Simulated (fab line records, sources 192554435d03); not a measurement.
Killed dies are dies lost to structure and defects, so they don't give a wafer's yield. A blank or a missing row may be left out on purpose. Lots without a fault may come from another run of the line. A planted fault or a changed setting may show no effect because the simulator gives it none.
One fault seen from 3 desks | flow n5_finfet | each desk has only its own numbers; what lay behind them comes last

THE DEFECT DESK
What the inspections along the route counted, lot by lot: means of the sampled wafers that have a number. A lot is out of limits, marked OUT, if its mean lies more than 4 standard deviations from the usual mean; the brackets give that distance.
Columns: A = raw_defect_count at N5_BEOL_M0_INSPECT_127, usual 73
lot  | first seen here | A
L150 | day 6 02:02     | 60
L153 | day 6 18:17     | 61
L155 | day 7 10:34     | 68
L156 | day 7 12:58     | 56
L157 | day 7 17:19     | 72
L159 | day 8 05:31     | 66
L160 | day 8 21:53     | 67
L161 | day 9 01:01     | 95
L166 | day 10 04:43    | 73
L171 | day 11 02:25    | 68
L172 | day 11 09:58    | 87
This desk's finding: nothing out of limits on any of the 11 lots.

THE METROLOGY DESK
What the gauges read, lot by lot, whatever tool the lot ran on: means of the sampled wafers that have a number. A lot is out of limits, marked OUT, if its mean lies more than 4 standard deviations from the usual mean; the brackets give that distance. Of its 11 readings 7 are shown: those that lie furthest out on some lot.
Columns: A = M1_OVL at N5_BEOL_M1_OVL_MEAS_12, usual 0.1 nm; B = DIBL_N at N5_BEOL_M4_RC_MEAS_101, usual 36.0 mV/V; C = DIBL_P at N5_BEOL_M4_RC_MEAS_101, usual 35.6 mV/V; D = IOFF_N at N5_BEOL_M4_RC_MEAS_101, usual 0.15 nA/um; E = ION_P at N5_BEOL_M4_RC_MEAS_101, usual 455 uA/um; F = SS_N at N5_BEOL_M4_RC_MEAS_101, usual 71.5 mV/dec; G = VT_P at N5_BEOL_M4_RC_MEAS_101, usual -253 mV
lot  | first seen here | A    | B    | C    | D    | E   | F    | G
L150 | day 6 05:02     | -0.6 | 36.5 | 35.4 | 0.15 | 459 | 70.6 | -250
L153 | day 6 20:25     | 0.6  | 36.4 | 35.9 | 0.17 | 458 | 71.5 | -252
L155 | day 7 12:47     | 0.0  | 35.6 | 35.5 | 0.15 | 449 | 72.2 | -252
L156 | day 7 16:04     | 0.3  | 37.4 | 38.5 | 0.18 | 461 | 72.1 | -252
L157 | day 7 18:14     | -0.2 | 36.0 | 34.9 | 0.13 | 452 | 71.3 | -254
L159 | day 8 09:47     | -0.1 | 33.9 | 34.3 | 0.13 | 456 | 71.6 | -252
L160 | day 8 23:41     | 0.0  | 33.1 | 32.6 | 0.11 | 453 | 70.8 | -254
L161 | day 9 02:15     | -0.3 | 33.7 | 32.0 | 0.12 | 452 | 70.7 | -255
L166 | day 10 07:14    | -1.0 | 34.7 | 35.3 | 0.14 | 455 | 71.1 | -251
L171 | day 11 03:41    | -0.6 | 36.9 | 36.4 | 0.17 | 463 | 72.2 | -251
L172 | day 11 12:52    | 0.3  | 34.1 | 35.4 | 0.13 | 445 | 71.4 | -261
This desk's finding: nothing out of limits on any of the 11 lots.

THE TOOL OWNER'S DESK: litho_track-05
The tool's own readings at N5_BEOL_M1_COAT_67 (time 60 s, resist thk 60 nm): means of the sampled wafers that have a number, for each lot that ran on this tool. A lot is out of limits, marked OUT, if its mean lies more than 4 standard deviations from the usual mean; the brackets give that distance.
Columns: A = plate_temp_C at N5_BEOL_M1_COAT_67, usual 250.00 C; B = spin_speed_rpm at N5_BEOL_M1_COAT_67, usual 1499.9 rpm
lot  | first seen here | A      | B
L155 | day 7 13:21     | 249.92 | 1500.6
L161 | day 9 02:47     | 250.03 | 1500.3
L166 | day 10 08:20    | 249.96 | 1498.8
L171 | day 11 04:34    | 249.81 | 1425.1 (-68) OUT
L172 | day 11 15:00    | 250.07 | 1424.0 (-69) OUT
This desk's finding: out of limits on L171, L172; first on L171, day 11 04:34 (spin_speed_rpm at N5_BEOL_M1_COAT_67). In limits: L155, L161, L166.

PUT TOGETHER
The tool owner's desk could have raised an alarm at day 11 04:34, on L171, L172.
The defect desk saw nothing out of limits.
The metrology desk saw nothing out of limits.
The defect desk has L171, L172 on record, within its limits.
The metrology desk has L171, L172 on record, within its limits.
Of the lots named, all ran N5_BEOL_M1_COAT_67 on litho_track-05.

WHAT THE SIMULATOR HAD PUT IN
Process parameter drift: litho_track-05, from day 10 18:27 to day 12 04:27, at N5_BEOL_M1_COAT_67. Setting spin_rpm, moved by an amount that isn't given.
Lots struck among those shown: L171, L172.
Hours from the fault's start to each desk's first reading out of limits: the tool owner's desk, 10.
